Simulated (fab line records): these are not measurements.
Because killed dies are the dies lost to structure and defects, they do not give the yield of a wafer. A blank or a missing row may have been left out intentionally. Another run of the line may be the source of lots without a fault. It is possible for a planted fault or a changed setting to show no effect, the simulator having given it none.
A lot that was struck, set against a sound lot || flow n5_finfet || 37 out of 1938 route steps
Sound: these wafers, L105.2, L105.5, L105.6. Struck: wafer L125.1 (left out: L125.5, a lot-mate that was not struck); the cause follows at the end.
Order at every step that has rows: each side's tool, ch and its chambers, its first start. Under that, the readings that differ: sound wafers || struck wafers || difference of the means || sigmas: that difference in standard deviations of wafers without a fault.
alike: readings with means less than 2 such deviations apart, plus words and numbers identical on both sides. not compared: withheld readings, readings lacking a value on some wafer, bounds such as >300 that could conceal the same value, and numbers that have no deviation in the record and whose values overlap.
Wherever a step has rows on one side only, a row that says differs or no value, or a row with sigmas, the two part there. Numbers that don't overlap but have no deviation are shown without sigmas and don't part them. A reading missing from all wafers of one side parts the sides only when that side holds two or more wafers.

first, 9 steps without rows for these wafers: N5_BEOL_M6_ALD_77 (deposits TaN, target thk 2 nm, pulse time 2 s, purge time 3 s); N5_BEOL_M6_SURFACE_TREAT_79; N5_BEOL_M6_CVD_78 (deposits Co from CCTBA/H2, target thk 2 nm, time 142.3 s); N5_BEOL_M6_SPUTTER_48 (material Cu, target thk 10 nm, time 1.667 s); N5_BEOL_M6_ECD_50 (material Cu, target thk 300 nm); N5_BEOL_M6_ANNEAL_51 (time 90 s); N5_BEOL_M6_CMP_52 (polishes, stops on SiCOH lowk, t overpolish 6.9 s, target thk 80 nm); N5_BEOL_M6_PRE_CLEAN_55 (time 15 s); N5_BEOL_M6_DEP_56 (deposits SiCN from 3MS/NH3, target thk 10 nm, time 17.5 s).
N5_BEOL_M7_ILD_DEP_00: deposits SiCOH lowk from DEMS/porogen, target thk 179.75 nm, time 33.4 s.
  sound on pecvd-04 ch 1,2, day 10 12:40; struck on pecvd-02 ch 2, day 15 22:47
{"reading": "model.SiCOH_lowk_of_BEOL_M7_ILD_DEP_00.thk_nm (nm)", "sound": "179.6 183.4 181.8", "struck": 166.4, "difference": -15.2, "sigmas": ""}
  alike: heater_power_outer_w, heater_power_w, showerhead_plenum_p_Torr, showerhead_vpp_V, throttle_valve_pct
then, 1 step without rows for these wafers: N5_BEOL_M7_CURE_74 (cures SiCOH lowk, time 240 s).
N5_BEOL_M7_THK_MEAS_01:
  struck on film_metro-02, day 15 23:22; sound on film_metro-02, day 10 13:16
{"reading": "M7_ILD_THK (nm)", "sound": "154.9 158.1 156.7", "struck": 143.4, "difference": -13.2, "sigmas": -7}
then, 23 steps without rows for these wafers: N5_BEOL_M7_PECVD_70 (deposits SiO2 from TEOS/O2, target thk 20 nm, time 22.7 s); N5_BEOL_M7_HM_DEP_02 (deposits TiN, target thk 20 nm); N5_BEOL_M7_COAT_59 (time 60 s, resist thk 100 nm); N5_BEOL_M7_COAT_60 (time 60 s, resist thk 35 nm); N5_BEOL_M7_COAT_05 (resist thk 90 nm); N5_BEOL_M7_EBR_07; N5_BEOL_M7_SOFTBAKE_06 (time 60 s); N5_BEOL_M7_EXPOSE_08 (exposes mask M7); N5_BEOL_M7_PEB_09 (peb time 60 s); N5_BEOL_M7_DEVELOP_10 (develop time 30 s); N5_BEOL_M7_DESCUM_16 (chemistry O2, time 7.9 s); N5_BEOL_M7_ETCH_61 (etches SiARC in CF4, target depth 45.5 nm, time 75.8 s); N5_BEOL_M7_ETCH_62 (etches SOC in N2/H2, target depth 110 nm, overetch 22 nm, time 165 s); N5_BEOL_M7_STRIP_68 (strips in N2/H2); N5_BEOL_M7_STRIP_67 (strips in CF4); N5_BEOL_M7_HM_OPEN_17 (chemistry Cl2/BCl3, target TiN, target depth 20 nm, overetch 6 nm); N5_BEOL_M7_STRIP_19 (strips in O2); N5_BEOL_M7_COAT_63 (time 60 s, resist thk 60 nm); N5_BEOL_M7_COAT_64 (time 60 s, resist thk 12 nm); N5_BEOL_M7_COAT_71 (time 60 s, resist thk 5 nm); N5_BEOL_M7_COAT_22 (resist thk 30 nm); N5_BEOL_M7_EBR_24; N5_BEOL_M7_SOFTBAKE_23 (time 60 s).
N5_BEOL_M7_CMP_52: polishes, stops on SiCOH lowk, t overpolish 6.9 s, target thk 80 nm.
  sound on cmp-02 ch 1,2, day 10 22:04; struck on cmp-01 ch 1, day 16 07:35
{"reading": "barrier_field_endpoint_s (s)", "sound": "29.9 29.7 30.4", "struck": 28.4, "difference": -1.6, "sigmas": -2}
{"reading": "overpolish_run_s (s)", "sound": "6.908 6.890 6.897", "struck": 6.916, "difference": "+0.018", "sigmas": "+2"}
{"reading": "model.SiCOH_lowk_of_BEOL_M7_ILD_DEP_00.thk_nm (nm)", "sound": "151.8 155.2 153.8", "struck": 140.4, "difference": -13.2, "sigmas": ""}
  alike: clearing_platen_down_force_psi, motor_current_A, slurry_filter_dp_kPa, slurry_flow_ml_min, time_to_endpoint_s
-- the record jumps here: 4 days lie between the struck wafers' starts before and after (it left off in module BEOL_M7 and takes up again in module PASSIVATION, whose first step shown is number 1936 of the route) --
N5_PASSIVATION_PROBE_49:
  struck on prober-01, day 20 01:02; sound on prober-01, day 14 07:05
{"reading": "killed_at_M4_up", "sound": "12 8 4", "struck": 19, "difference": "+11", "sigmas": "+2"}
  alike: defect_limited_yield, killed_at_M0_to_M3, killed_at_contacts, killed_at_front_end, killed_at_other, killed_dies, killed_on_rim, killed_open, killed_short, sort_bin_5_function, sort_bin_6_memory, sort_n_pass, sort_yield_pct

## WHERE THEY PART
Earliest at N5_BEOL_M7_THK_MEAS_01; latest, in this record, at N5_PASSIVATION_PROBE_49.

WHY: whatever the simulator had introduced
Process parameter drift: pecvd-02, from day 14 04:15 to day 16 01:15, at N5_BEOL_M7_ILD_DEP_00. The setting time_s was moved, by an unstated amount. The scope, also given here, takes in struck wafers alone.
